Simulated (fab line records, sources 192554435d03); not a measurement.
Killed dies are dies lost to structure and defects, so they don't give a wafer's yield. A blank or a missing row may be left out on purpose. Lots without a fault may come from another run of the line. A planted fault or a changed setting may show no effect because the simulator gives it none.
Split-lot experiment | flow n5_finfet | 7 lots, 21 wafers read, on a route of 1938 steps

THE SPLIT
At N5_BEOL_M8_DEP_56 (deposits SiCN from 3MS/NH3, target thk 10 nm, time 17.5 s), the setting time_s was moved away from the recipe's 17.5 s on 4 of the 21 wafers read, by -7.0% to +8.5%. The other wafers ran this setting at the recipe's value.

The reading is taken at the split's own step.

THE READING
SiCN_of_BEOL_M8_DEP_56.thk_nm (the simulator's own value, which no gauge read), in nm, at N5_BEOL_M8_DEP_56 (deposits SiCN from 3MS/NH3, target thk 10 nm, time 17.5 s). The file gives no usual value for it. The 17 wafers here that ran the recipe average 10.0 nm, standard deviation 0.25 nm.

wafer  | tool, chamber at the split | time_s as run, s | against the recipe | SiCN_of_BEOL_M8_DEP_56.thk_nm, nm | against lot-mates on the recipe
L075.2 | pecvd-01, 2                | 17.5             | recipe             | 10                                | -
L075.4 | pecvd-01, 2                | 17.5             | recipe             | 10                                | -
L075.6 | pecvd-01, 0                | 18.92            | +8.1%              | 10.8                              | +0.8
L078.2 | pecvd-01, 0                | 17.5             | recipe             | 9.8                               | -
L078.4 | pecvd-01, 0                | 17.5             | recipe             | 10.2                              | -
L078.6 | pecvd-01, 2                | 17.5             | recipe             | 10                                | -
L080.3 | pecvd-03, 2                | 17.5             | recipe             | 9.8                               | -
L080.4 | pecvd-03, 2                | 17.5             | recipe             | 9.8                               | -
L080.6 | pecvd-03, 0                | 17.5             | recipe             | 10.2                              | -
L076.3 | pecvd-02, 0                | 17.5             | recipe             | 10.2                              | -
L076.4 | pecvd-02, 0                | 17.5             | recipe             | 10.6                              | -
L076.6 | pecvd-02, 1                | 18.99            | +8.5%              | 11                                | +0.6
L090.2 | pecvd-01, 1                | 17.5             | recipe             | 10                                | -
L090.6 | pecvd-01, 1                | 17.5             | recipe             | 10                                | -
L090.3 | pecvd-01, 2                | 17.5             | recipe             | 9.8                               | -
L091.2 | pecvd-03, 2,0              | 17.5             | recipe             | 9.6                               | -
L091.3 | pecvd-03, 2,0              | 17.5             | recipe             | 9.6                               | -
L091.5 | pecvd-03, 2                | 17.5             | recipe             | 9.8                               | -
L088.2 | pecvd-02, 2                | 16.27            | -7.0%              | 9.2                               | -1.0
L088.5 | pecvd-02, 1                | 17.5             | recipe             | 10.2                              | -
L088.6 | pecvd-02, 0                | 16.27            | -7.0%              | 9.4                               | -0.8
Where a row lists several chambers, the file gives one row for several wafers and doesn't say which wafer went through which chamber.

THE FIT
A straight line over all 21 wafers: SiCN_of_BEOL_M8_DEP_56.thk_nm changes by +0.105 nm for each +1% of time_s; r = +0.84; the points scatter about the line by 0.24 nm.
The same after taking each lot's own level away (the mean of its wafers on the recipe; 21 wafers): +0.103 nm for each +1%; r = +0.92; scatter 0.16 nm.
On that fit, the largest move of time_s shifts the reading by 0.87 nm.
The lots' own levels span 9.67 to 10.40 nm, that is 3.0 times the standard deviation above.
So the lot-to-lot level changes the slope little: the two slopes agree.
Check: with one of the wafers moved furthest among these (+8.5%) left out of the fit, the line predicts +0.97 nm for it against its lot-mates. It came out at +0.6 nm against them.

OTHER SPLITS ON THESE WAFERS
These wafers also went through other splits before the reading. Each is held against what the fit with the lots' levels taken away leaves over:
other split on the same wafers     | wafers away from the commonest value | r with SiCN_of_BEOL_M8_DEP_56.thk_nm (lot level and that fit taken away)
N5_BEOL_M7_EXPOSE_08 dose_mj       | 6                                    | -0.29
N5_BEOL_M7_STRIP_19 pressure_mtorr | 9                                    | -0.02
N5_BEOL_M8_ETCH_62 bias_w          | 8                                    | -0.09
N5_BEOL_M8_COAT_22 spin_rpm        | 5                                    | +0.10

THE FILE'S OWN FIT
SiCN_of_BEOL_M8_DEP_56.thk_nm changes by +0.0955 nm for each +1% of time_s, r = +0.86.
